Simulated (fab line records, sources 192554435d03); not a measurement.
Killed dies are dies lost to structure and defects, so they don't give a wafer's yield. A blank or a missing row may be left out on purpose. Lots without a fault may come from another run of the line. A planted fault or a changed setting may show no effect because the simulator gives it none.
Chamber matching | flow n5_finfet | N5_BEOL_M1_ETCH_77 on rie_diel-01: 4 sister chambers
The step etches underlayer in N2/H2, target depth 6.5 nm, time 5.2 s. 8 wafers are shown with their chamber, then 10 later ones without.

WAFERS WITH THEIR CHAMBER
wafer  | chamber | showerhead_plenum_p_Torr (Torr) | throttle_valve_pct (%)
L077.6 | 1       | 2.52                            | 17.83
L080.1 | 3       | 2.46                            | 18.11
L080.3 | 0       | 2.61                            | 17.73
L082.2 | 2       | 2.63                            | 18.20
L082.4 | 0       | 2.60                            | 17.73
L082.5 | 2       | 2.63                            | 18.19
L084.1 | 3       | 2.46                            | 18.11
L084.5 | 1       | 2.51                            | 17.85

WAFERS WITHOUT THEIR CHAMBER
wafer  | showerhead_plenum_p_Torr (Torr) | throttle_valve_pct (%)
L084.6 | 2.63                            | 18.18
L085.2 | 2.60                            | 17.74
L085.4 | 2.62                            | 18.21
L085.5 | 2.60                            | 17.75
L088.1 | 2.51                            | 17.83
L088.4 | 2.62                            | 18.21
L088.5 | 2.51                            | 17.83
L097.2 | 2.50                            | 17.48
L097.4 | 2.61                            | 18.25
L097.5 | 2.59                            | 17.33

WHICH CHAMBER EACH WENT THROUGH
wafer  | from the rows above | in truth
L084.6 | 2                   | 2
L085.2 | 0                   | 0
L085.4 | 2                   | 2
L085.5 | 0                   | 0
L088.1 | 1                   | 1
L088.4 | 2                   | 2
L088.5 | 1                   | 1
L097.2 | 0                   | 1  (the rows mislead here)
L097.4 | 2                   | 2
L097.5 | 0                   | 0
Placed correctly: 9 of 10. Can't be placed from these rows: 0. Placed wrongly: 1.
How it was worked out, from the rows above alone: a wafer's distance from a chamber is the root of the sum, over the readings, of the square of ((its reading less the chamber's mean) divided by the reading's scatter). The wafer belongs to the nearest chamber; if the next one is less than 2 further off, it can't be placed. A chamber's mean is the mean of its shown wafers. The scatter: the root of (the sum of the squares of (reading less its chamber's mean) over the shown wafers, divided by (wafers less chambers)).
